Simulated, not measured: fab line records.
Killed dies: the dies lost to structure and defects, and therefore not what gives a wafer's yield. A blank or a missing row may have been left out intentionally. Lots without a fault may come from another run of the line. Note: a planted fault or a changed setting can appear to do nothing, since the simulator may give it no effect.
fab line records | flow n5_finfet | part 1 of 2: steps 1 to 16 of 27
[record] lots = 5 wafers = 15 last_day = 17
route steps=1938 shown BEOL_M5@1146
lots with no fault: from the same line, run without faults
start_h: hours from the record's first day to the start of the lot's first wafer shown | wait_h: hours since the lot's step before | " repeats the value in the row above | L1.1+2: a single row standing in for several wafers | - no value, or no start given | * or withheld: withheld | < > ~ a bound
route shown NAME@n: a module of which the file shows steps, and the number in the route of the first | usual: the fault-free wafers' mean and standard deviation | same: alike in all rows | chamber/n: place in a boat | sites: per-site readings | _std_site: standard deviation across them | _edge_site: the outer-site mean with the inner-site mean subtracted | radius_mm: how far each site lies from the wafer's centre | mask NAME#n: copy n | behind: the last tool/chamber to shape the wafer | hold: the reason the lot was held/the length of the hold in hours/how it ended | device: which transistor (n, p or np) failed to switch | end of line: tests of these same wafers at the route's end | a step given without rows: its recipe and nothing more | killed: at the first sort, the dies lost to defects and structure; wafer yield is something else | map: a wafer's dies, marking killed ones x, the rest . and places with no die _
set.NAME: the setting that was run; set.NAME@STEP: the one run at that earlier step | model.NAME: the simulator's own value behind a step, which no gauge read
a table for each step, a row for each wafer; lots at some steps of the route
services: when a tool's chamber went out of use (start_h, in hours from the record's first day, below 0 if earlier), for how many hours, and the reason
[[steps]]
[step N5_BEOL_M5_PEB_26]
[recipe] peb_temp_c = 100 peb_time_s = 60 resist = CAR-EUV
[usual] chill_plate_temp_C = 23.00/0.12 plate_temp_C = 100.03/0.14
// columns lot.wafer tool chamber start_h wait_h chill_plate_temp_C plate_temp_C
L080.3 litho_track-05 0 207.09 0.0 23.08 100.06
L080.4 " 0 " " 23.06 99.99
L080.5 " 0 " " 23.13 100.12
L090.4 litho_track-03 0 272.56 0.0 22.79 100.11
L090.5 " 0 " " 22.79 99.98
L090.6 " 0 " " 22.90 100.11
L091.3 litho_track-03 0 287.97 0.0 23.00 100.00
L091.4 " 0 " " 23.00 100.09
L091.6 " 0 " " 22.84 99.94
L095.1 litho_track-05 0 304.66 0.1 23.15 100.12
L095.3 " 0 " " 23.17 99.98
L095.5 " 0 " " 23.06 99.99
L097.3 litho_track-05 0 311.51 0.0 23.18 100.03
L097.5 " 0 " " 23.04 100.09
L097.6 " 0 " " 23.06 100.08
[step N5_BEOL_M5_DEVELOP_27]
[recipe] develop_time_s = 30 developer = TMAH resist = CAR-EUV rinse_liquid = surfactant_rinse dry = air_spin dev_temp_c = 23
[usual] chill_plate_temp_C = 22.99/0.096
[same] develop_time_s = 30
// columns lot.wafer tool chamber start_h wait_h chill_plate_temp_C
L080.3 litho_track-05 0 - - 23.23
L080.4 " 0 " " 23.01
L080.5 " 0 " " 23.06
L090.4 litho_track-03 0 - - 22.89
L090.5 " 0 " " 22.91
L090.6 " 0 " " 23.05
L091.3 litho_track-03 0 - - 22.94
L091.4 " 0 " " 22.87
L091.6 " 0 " " 22.95
L095.1 litho_track-05 0 - - 22.87
L095.3 " 0 " " 22.91
L095.5 " 0 " " 22.87
L097.3 litho_track-05 0 - - 22.99
L097.5 " 0 " " 22.95
L097.6 " 0 " " 22.93
[step N5_BEOL_M5_CD_MEAS_28]
[recipe] target_cd_nm = 30.6 landing_energy_ev = 500 detector = se_inlens target_cd_y_nm = 20 polarity = opening
[usual] cd_nm = 30.52/0.24
// columns lot.wafer tool chamber start_h wait_h cd_nm
L080.3 cd_sem-03 0 207.16 - 30.54
L080.4 " 0 " " 30.39
L080.5 " 0 " " 30.44
L090.4 cd_sem-03 0 272.63 - 30.38
L090.5 " 0 " " 29.99
L090.6 " 0 " " 30.53
L091.3 cd_sem-03 0 288.04 - 30.57
L091.4 " 0 " " 30.83
L091.6 " 0 " " 30.31
L095.1 cd_sem-01 0 304.73 - 30.48
L095.3 " 0 " " 30.38
L095.5 " 0 " " 30.73
L097.3 cd_sem-03 0 311.58 - 30.69
L097.5 " 0 " " 30.74
L097.6 " 0 " " 30.18
[step N5_BEOL_M5_OVL_MEAS_29]
[recipe] points_per_wafer = 522
[usual] V4_OVL = 0.2/0.75
[same] points_per_wafer = 522
// columns lot.wafer tool chamber start_h wait_h V4_OVL[nm]
L080.3 overlay-02 0 207.20 0.0 -0.8
L080.4 " 0 " " 0.1
L080.5 " 0 " " -0.2
L090.4 overlay-02 0 272.67 0.0 0.1
L090.5 " 0 " " 1.2
L090.6 " 0 " " 0.9
L091.3 overlay-02 0 288.11 0.1 0.6
L091.4 " 0 " " 0.8
L091.6 " 0 " " 0.7
L095.1 overlay-02 0 304.76 0.0 -0.7
L095.3 " 0 " " -1.1
L095.5 " 0 " " -0.8
L097.3 overlay-02 0 311.62 0.0 0.1
L097.5 " 0 " " -0.1
L097.6 " 0 " " 1.8
[step N5_BEOL_M5_INSPECT_30]
[recipe] mode = adi inspect_instrument = brightfield
[usual] raw_defect_count = 413/95
// columns lot.wafer tool chamber start_h wait_h raw_defect_count
L080.3 defect_inspect-01 - 207.25 0.0 392
L080.4 " - " " 269
L080.5 " - " " 467
L090.4 defect_inspect-01 - 272.72 0.0 436
L090.5 " - " " 608
L090.6 " - " " 473
L091.3 defect_inspect-01 - 288.16 0.0 474
L091.4 " - " " 376
L091.6 " - " " 474
L095.1 defect_inspect-01 - 304.81 0.1 488
L095.3 " - " " 440
L095.5 " - " " 381
L097.3 defect_inspect-02 - 311.67 0.0 530
L097.5 " - " " 297
L097.6 " - " " 365
[step N5_BEOL_M5_DESCUM_33]
[recipe] chemistry = O2 time_s = 7 source_power_w = 50 bias_power_w = 20 pressure_mtorr = 20 rf_frequency_hz = 2.712e+07 temp_c = 40 resist = CAR-EUV o2_flow_sccm = 225
[usual] drypump_motor_current_A = 5.8/0.48 oes_product_au = 0.80/0.085 rf_vpp_V = 243.5/1.4 showerhead_plenum_p_Torr = 2.11/0.074 throttle_valve_pct = 20.45/0.22
// columns lot.wafer tool chamber start_h wait_h drypump_motor_current_A oes_product_au rf_hours_counter_h rf_vpp_V showerhead_plenum_p_Torr throttle_valve_pct
L080.3 rie_diel-05 0 207.54 0.3 5.7 0.95 11 243.3 2.06 20.07
L080.4 " 2 " " 5.4 0.73 189 242.1 2.08 20.76
L080.5 " 2 " " 5.4 0.72 - 242.7 2.08 20.76
L090.4 rie_diel-05 3 272.96 0.2 5.7 0.90 20 245.2 2.23 20.35
L090.5 " 2 " " 5.4 0.72 - 243.2 2.07 20.79
L090.6 " 1 " " 5.8 0.72 - 243.4 2.16 20.66
L091.3 rie_diel-05 3 288.19 0.0 5.7 0.90 25 244.4 2.23 20.35
L091.4 " 0 " " 5.6 0.91 32 242.8 2.05 20.09
L091.6 " 2 " " 5.4 0.71 - 242.1 2.07 20.80
L095.1 rie_diel-02 1 304.87 0.1 5.6 0.71 200 244.1 2.17 20.57
L095.3 " 3 " " 6.6 0.86 49 245.1 2.14 20.26
L095.5 " 2 " " 5.1 0.78 - 240.7 2.02 20.38
L097.3 rie_diel-02 3 311.98 0.3 6.6 0.86 52 242.8 2.14 20.25
L097.5 " 1 " " 5.5 0.71 - 243.0 2.17 20.60
L097.6 " 0 " " 5.1 0.85 - 245.4 2.20 20.62
[step N5_BEOL_M5_ETCH_75]
[recipe] chemistry = N2/H2 target = underlayer target_depth_a = 65 mask_material = CAR-EUV time_s = 5.2 ion_energy_ev = 200 pressure_mtorr = 30 source_w = 840 bias_w = 150 n2_flow_sccm = 200 h2_flow_sccm = 200 ends = cleared
[usual] drypump_motor_current_A = 5.8/0.48 etch_rf_on_time_s = 5.19/0.087 oes_product_au = 0.68/0.073 rf_vpp_V = 524.4/2.8 showerhead_plenum_p_Torr = 2.57/0.09 throttle_valve_pct = 17.92/0.27
// columns lot.wafer tool chamber start_h wait_h drypump_motor_current_A etch_rf_on_time_s oes_product_au rf_hours_counter_h rf_vpp_V showerhead_plenum_p_Torr throttle_valve_pct
L080.3 rie_diel-05 0 207.58 0.0 5.6 5.12 0.80 11 525.1 2.50 17.51
L080.4 " 2 " " 5.4 5.12 0.64 189 521.7 2.53 18.29
L080.5 " 2 " " 5.4 5.09 0.63 - 523.0 2.53 18.29
L090.4 rie_diel-05 3 273.00 0.0 5.7 5.15 0.77 20 526.2 2.70 17.78
L090.5 " 2 " " 5.4 5.17 0.61 - 522.8 2.52 18.33
L090.6 " 1 " " 5.8 5.24 0.62 - 528.1 2.63 18.22
L091.3 rie_diel-05 3 288.22 0.0 5.7 5.14 0.76 25 529.9 2.70 17.79
L091.4 " 0 " " 5.7 5.14 0.77 32 521.9 2.49 17.55
L091.6 " 2 " " 5.4 5.17 0.60 - 520.8 2.52 18.33
L095.1 rie_diel-02 1 304.91 0.0 5.6 5.40 0.60 200 526.6 2.63 18.11
L095.3 " 3 " " 6.6 5.19 0.74 49 526.0 2.58 17.48
L095.5 " 2 " " 5.1 5.33 0.65 - 520.9 2.46 17.75
L097.3 rie_diel-02 3 312.02 0.0 6.6 5.16 0.75 52 526.2 2.58 17.52
L097.5 " 1 " " 5.6 5.32 0.60 - 527.4 2.63 18.14
L097.6 " 0 " " 5.1 5.16 0.71 - 527.2 2.69 18.08
[step N5_BEOL_M5_ETCH_67]
[recipe] chemistry = CF4 target = SiARC target_depth_a = 156 mask_material = CAR-EUV time_s = 26 ion_energy_ev = 80 pressure_mtorr = 40 source_w = 545 bias_w = 36 Ar_flow_sccm = 100 cf4_flow_sccm = 100 ends = cleared
[usual] drypump_motor_current_A = 5.8/0.49 etch_rf_on_time_s = 25.9/0.44 mfc_ar_sccm = 100.03/0.29 oes_product_au = 0.69/0.071 rf_vpp_V = 184.4/1.2 showerhead_plenum_p_Torr = 2.16/0.073 throttle_valve_pct = 15.63/0.25
// columns lot.wafer tool chamber start_h wait_h drypump_motor_current_A etch_rf_on_time_s mfc_ar_sccm oes_product_au rf_hours_counter_h rf_vpp_V showerhead_plenum_p_Torr throttle_valve_pct
L080.3 rie_diel-05 0 207.60 0.0 5.7 25.6 100.08 0.81 11 184.0 2.10 15.16
L080.4 " 2 " " 5.4 25.9 100.09 0.63 189 185.0 2.13 15.98
L080.5 " 2 " " 5.4 26.0 99.73 0.63 - 184.0 2.13 15.96
L090.4 rie_diel-05 3 273.01 0.0 5.7 25.7 99.87 0.78 20 186.3 2.28 15.49
L090.5 " 2 " " 5.4 25.7 100.85 0.62 - 183.8 2.12 16.01
L090.6 " 1 " " 5.8 26.2 100.13 0.62 - 185.3 2.21 15.84
L091.3 rie_diel-05 3 288.24 0.0 5.8 25.6 100.02 0.77 25 185.0 2.28 15.48
L091.4 " 0 " " 5.6 25.7 100.17 0.76 32 184.1 2.09 15.21
L091.6 " 2 " " 5.4 25.6 99.89 0.62 - 184.5 2.12 16.01
L095.1 rie_diel-02 1 304.92 0.0 5.5 26.6 99.95 0.61 200 185.7 2.20 15.76
L095.3 " 3 " " 6.6 25.6 99.69 0.74 49 185.6 2.17 15.30
L095.5 " 2 " " 5.1 26.6 100.13 0.66 - 183.3 2.07 15.52
L097.3 rie_diel-02 3 312.03 0.0 6.6 25.8 99.97 0.73 52 184.0 2.17 15.31
L097.5 " 1 " " 5.5 26.7 100.11 0.61 - 186.0 2.20 15.75
L097.6 " 0 " " 5.1 25.4 100.46 0.72 - 186.0 2.26 15.83
[step N5_BEOL_M5_ETCH_68]
[recipe] chemistry = N2/H2 target = SOC target_depth_a = 800 overetch_a = 160 mask_material = SiARC temp_c = 40 time_s = 120 ion_energy_ev = 200 pressure_mtorr = 30 source_w = 840 bias_w = 150 n2_flow_sccm = 200 h2_flow_sccm = 200
[usual] drypump_motor_current_A = 5.8/0.48 oes_product_au = 0.61/0.059 rf_vpp_V = 524.5/2.6 showerhead_plenum_p_Torr = 2.57/0.09 throttle_valve_pct = 17.88/0.27
// columns lot.wafer tool chamber start_h wait_h drypump_motor_current_A oes_product_au rf_hours_counter_h rf_vpp_V showerhead_plenum_p_Torr throttle_valve_pct
L080.3 rie_diel-05 0 207.62 0.0 5.6 0.72 11 523.2 2.50 17.48
L080.4 " 2 " " 5.4 0.55 189 523.5 2.53 18.26
L080.5 " 2 " " 5.4 0.56 - 525.2 2.53 18.24
L090.4 rie_diel-05 3 273.04 0.0 5.8 0.68 20 528.8 2.70 17.74
L090.5 " 2 " " 5.4 0.55 - 523.1 2.52 18.29
L090.6 " 1 " " 5.8 0.56 - 526.5 2.63 18.17
L091.3 rie_diel-05 3 288.27 0.0 5.8 0.68 25 528.6 2.70 17.76
L091.4 " 0 " " 5.6 0.69 32 523.0 2.49 17.50
L091.6 " 2 " " 5.4 0.54 - 523.1 2.52 18.29
L095.1 rie_diel-02 1 304.95 0.0 5.5 0.55 200 526.0 2.63 18.11
L095.3 " 3 " " 6.6 0.65 49 524.4 2.58 17.46
L095.5 " 2 " " 5.1 0.60 - 520.2 2.46 17.70
L097.3 rie_diel-02 3 312.06 0.0 6.6 0.65 52 525.8 2.58 17.48
L097.5 " 1 " " 5.5 0.55 - 525.7 2.63 18.10
L097.6 " 0 " " 5.1 0.64 - 528.7 2.69 18.04
[step N5_BEOL_M5_STRIP_69]
[recipe] chemistry = N2/H2 temp_c = 40 n2_flow_sccm = 200 h2_flow_sccm = 200 rf_frequency_hz = 6e+07
// columns lot.wafer tool chamber start_h wait_h
L080.3+4+5 rie_diel-05 0,2,2 207.70 0.0
L090.4+5+6 rie_diel-05 3,2,1 273.12 0.0
L091.3+4+6 rie_diel-05 3,0,2 288.35 0.0
L095.1+3+5 rie_diel-02 1,3,2 305.03 0.0
L097.3+5+6 rie_diel-02 3,1,0 312.14 0.0
[step N5_BEOL_M5_STRIP_76]
[recipe] chemistry = N2/H2 temp_c = 40 n2_flow_sccm = 200 h2_flow_sccm = 200 rf_frequency_hz = 6e+07
// columns lot.wafer tool chamber start_h wait_h
L080.3+4+5 rie_diel-05 0,2,2 207.71 0.0
L090.4+5+6 rie_diel-05 3,2,1 273.13 0.0
L091.3+4+6 rie_diel-05 3,0,2 288.36 0.0
L095.1+3+5 rie_diel-02 1,3,2 305.04 0.0
L097.3+5+6 rie_diel-02 3,1,0 312.15 0.0
[step N5_BEOL_M5_VIA_ETCH_34]
[recipe] chemistry = C4F6/O2 target = SiCOH_lowk target_depth_a = 883 mask_material = SOC taper_deg = 4 time_s = 39.2 ion_energy_ev = 250 pressure_mtorr = 30 source_w = 345 bias_w = 185 Ar_flow_sccm = 300 C4F6_flow_sccm = 10 O2_flow_sccm = 10
[usual] drypump_motor_current_A = 5.8/0.48 mfc_ar_sccm = 300.0/0.87 oes_f_703_au = 0.81/0.079 oes_product_au = 0.80/0.083 rf_vpp_V = 663/4.4 showerhead_plenum_p_Torr = 2.87/0.096 throttle_valve_pct = 20.91/0.25
// columns lot.wafer tool chamber start_h wait_h drypump_motor_current_A mfc_ar_sccm oes_f_703_au oes_product_au rf_hours_counter_h rf_vpp_V showerhead_plenum_p_Torr throttle_valve_pct
L080.3 rie_diel-05 0 207.72 0.0 5.6 301.8 0.95 0.95 11 668 2.79 20.44
L080.4 " 2 " " 5.4 299.9 0.74 0.74 189 668 2.83 21.25
L080.5 " 2 " " 5.4 299.7 0.74 0.73 - 668 2.83 21.25
L090.4 rie_diel-05 3 273.14 0.0 5.7 299.3 0.91 0.91 21 665 3.02 20.78
L090.5 " 2 " " 5.3 298.6 0.73 0.72 - 667 2.82 21.28
L090.6 " 1 " " 5.8 300.4 0.74 0.72 - 660 2.94 21.11
L091.3 rie_diel-05 3 288.37 0.0 5.7 300.0 0.90 0.90 25 667 3.02 20.80
L091.4 " 0 " " 5.6 300.5 0.90 0.90 32 666 2.78 20.47
L091.6 " 2 " " 5.4 299.7 0.73 0.72 - 667 2.82 21.28
L095.1 rie_diel-02 1 305.05 0.0 5.5 301.0 0.72 0.71 200 660 2.92 20.93
L095.3 " 3 " " 6.6 299.6 0.86 0.86 49 667 2.89 20.61
L095.5 " 2 " " 5.1 300.2 0.77 0.78 - 659 2.75 20.76
L097.3 rie_diel-02 3 312.16 0.0 6.6 299.0 0.85 0.86 52 666 2.89 20.60
L097.5 " 1 " " 5.6 298.5 0.71 0.71 - 659 2.92 20.95
L097.6 " 0 " " 5.1 300.0 0.85 0.85 - 659 3.01 21.18
[step N5_BEOL_M5_STRIP_85]
[recipe] chemistry = C4F6/O2 resist = SiARC rf_frequency_hz = 6e+07
// columns lot.wafer tool chamber start_h wait_h
L080.3+4+5 rie_diel-05 0,2,2 207.76 0.0
L090.4+5+6 rie_diel-05 3,2,1 273.18 0.0
L091.3+4+6 rie_diel-05 3,0,2 288.41 0.0
L095.1+3+5 rie_diel-02 1,3,2 305.09 0.0
L097.3+5+6 rie_diel-02 3,1,0 312.20 0.0
[step N5_BEOL_M5_STRIP_36]
[recipe] chemistry = N2/H2 power_w = 450 temp_c = 40 pressure_mtorr = 20 rf_frequency_hz = 6e+07 overash_fraction = 0.3 bias_power_w = 7 h2_frac = 0.5 n2_flow_sccm = 200 h2_flow_sccm = 200
[usual] drypump_motor_current_A = 5.8/0.49 oes_product_au = 0.80/0.086 rf_vpp_V = 59.2/1.5 showerhead_plenum_p_Torr = 2.56/0.09 throttle_valve_pct = 23.7/0.32
// columns lot.wafer tool chamber start_h wait_h drypump_motor_current_A oes_product_au rf_hours_counter_h rf_vpp_V showerhead_plenum_p_Torr throttle_valve_pct
L080.3 rie_diel-05 0 207.77 0.0 5.6 0.95 11 56.5 2.49 23.4
L080.4 " 2 " " 5.4 0.72 189 59.4 2.53 24.1
L080.5 " 2 " " 5.4 0.73 - 58.7 2.53 24.1
L090.4 rie_diel-05 3 273.19 0.0 5.7 0.91 21 58.3 2.70 23.7
L090.5 " 2 " " 5.4 0.72 - 59.0 2.52 24.1
L090.6 " 1 " " 5.9 0.73 - 59.1 2.62 24.2
L091.3 rie_diel-05 3 288.42 0.0 5.8 0.89 25 59.3 2.70 23.7
L091.4 " 0 " " 5.6 0.91 32 60.0 2.49 23.4
L091.6 " 2 " " 5.4 0.72 - 56.0 2.52 24.2
L095.1 rie_diel-02 1 305.10 0.0 5.6 0.71 200 59.2 2.63 24.1
L095.3 " 3 " " 6.6 0.87 49 58.2 2.58 23.2
L095.5 " 2 " " 5.1 0.79 - 59.8 2.45 23.4
L097.3 rie_diel-02 3 312.21 0.0 6.6 0.86 52 58.1 2.57 23.2
L097.5 " 1 " " 5.6 0.71 - 59.9 2.63 24.1
L097.6 " 0 " " 5.1 0.86 - 58.4 2.69 23.9
[step N5_BEOL_M5_TRENCH_ETCH_37]
[recipe] chemistry = C4F6/O2 target_depth_a = 716.52 target = SiCOH_lowk time_s = 24.7 ion_energy_ev = 250 pressure_mtorr = 30 source_w = 345 bias_w = 185 Ar_flow_sccm = 300 C4F6_flow_sccm = 10 O2_flow_sccm = 10
[usual] drypump_motor_current_A = 5.8/0.48 mfc_ar_sccm = 300.0/0.9 oes_f_703_au = 0.80/0.078 oes_product_au = 0.80/0.083 rf_vpp_V = 663/4.5 showerhead_plenum_p_Torr = 2.87/0.096 throttle_valve_pct = 20.95/0.24
// columns lot.wafer tool chamber start_h wait_h drypump_motor_current_A mfc_ar_sccm oes_f_703_au oes_product_au rf_hours_counter_h rf_vpp_V showerhead_plenum_p_Torr throttle_valve_pct
L080.3 rie_diel-05 0 - - 5.7 299.6 0.94 0.95 11 666 2.79 20.48
L080.4 " 2 " " 5.4 300.4 0.74 0.73 189 670 2.83 21.28
L080.5 " 2 " " 5.4 299.5 0.75 0.73 - 669 2.83 21.29
L090.4 rie_diel-05 3 - - 5.7 300.2 0.90 0.91 21 665 3.02 20.85
L090.5 " 2 " " 5.4 300.3 0.73 0.72 - 668 2.82 21.31
L090.6 " 1 " " 5.8 301.8 0.75 0.73 - 658 2.94 21.14
L091.3 rie_diel-05 3 - - 5.8 300.0 0.91 0.90 25 665 3.02 20.85
L091.4 " 0 " " 5.7 299.7 0.90 0.90 32 667 2.78 20.53
L091.6 " 2 " " 5.4 298.7 0.72 0.72 - 667 2.82 21.31
L095.1 rie_diel-02 1 - - 5.6 298.7 0.72 0.71 200 659 2.92 20.97
L095.3 " 3 " " 6.6 300.5 0.86 0.86 49 667 2.89 20.64
L095.5 " 2 " " 5.1 299.7 0.77 0.78 - 659 2.75 20.82
L097.3 rie_diel-02 3 - - 6.6 299.3 0.86 0.86 52 667 2.89 20.64
L097.5 " 1 " " 5.5 300.1 0.71 0.72 - 659 2.92 20.96
L097.6 " 0 " " 5.1 300.5 0.85 0.84 - 657 3.01 21.20
[step N5_BEOL_M5_ETCH_41]
[recipe] chemistry = CH3F/O2 target = SiCN target_depth_a = 315 taper_deg = 2 time_s = 56.7 ion_energy_ev = 120 mask_material = TiN pressure_mtorr = 30 source_w = 395 bias_w = 75 Ar_flow_sccm = 150 CH3F_flow_sccm = 30 O2_flow_sccm = 20
[usual] drypump_motor_current_A = 5.8/0.49 mfc_ar_sccm = 150.0/0.47 oes_product_au = 0.80/0.084 rf_vpp_V = 297.7/1.5 showerhead_plenum_p_Torr = 2.02/0.07 throttle_valve_pct = 16.34/0.25
// columns lot.wafer tool chamber start_h wait_h drypump_motor_current_A mfc_ar_sccm oes_product_au rf_hours_counter_h rf_vpp_V showerhead_plenum_p_Torr throttle_valve_pct
L080.3 rie_diel-05 0 - - 5.6 150.4 0.96 11 296.4 1.96 15.87
L080.4 " 2 " " 5.4 150.3 0.73 189 296.1 1.99 16.68
L080.5 " 2 " " 5.4 150.4 0.74 - 297.5 1.99 16.69
L090.4 rie_diel-05 3 - - 5.8 150.0 0.91 21 299.2 2.13 16.16
L090.5 " 2 " " 5.4 149.7 0.72 - 298.0 1.98 16.72
L090.6 " 1 " " 5.8 149.7 0.72 - 297.8 2.07 16.54
L091.3 rie_diel-05 3 - - 5.8 149.3 0.90 25 298.6 2.13 16.18
L091.4 " 0 " " 5.7 150.5 0.89 32 296.3 1.95 15.91
L091.6 " 2 " " 5.4 150.1 0.71 - 295.7 1.98 16.75
L095.1 rie_diel-02 1 - - 5.5 149.4 0.71 200 297.8 2.06 16.43
L095.3 " 3 " " 6.6 150.5 0.87 49 298.0 2.03 16.03
L095.5 " 2 " " 5.1 149.6 0.78 - 297.8 1.93 16.24
L097.3 rie_diel-02 3 - - 6.6 149.7 0.86 52 297.7 2.03 16.05
L097.5 " 1 " " 5.6 149.8 0.72 - 298.0 2.06 16.43
L097.6 " 0 " " 5.1 150.2 0.85 - 299.5 2.12 16.55
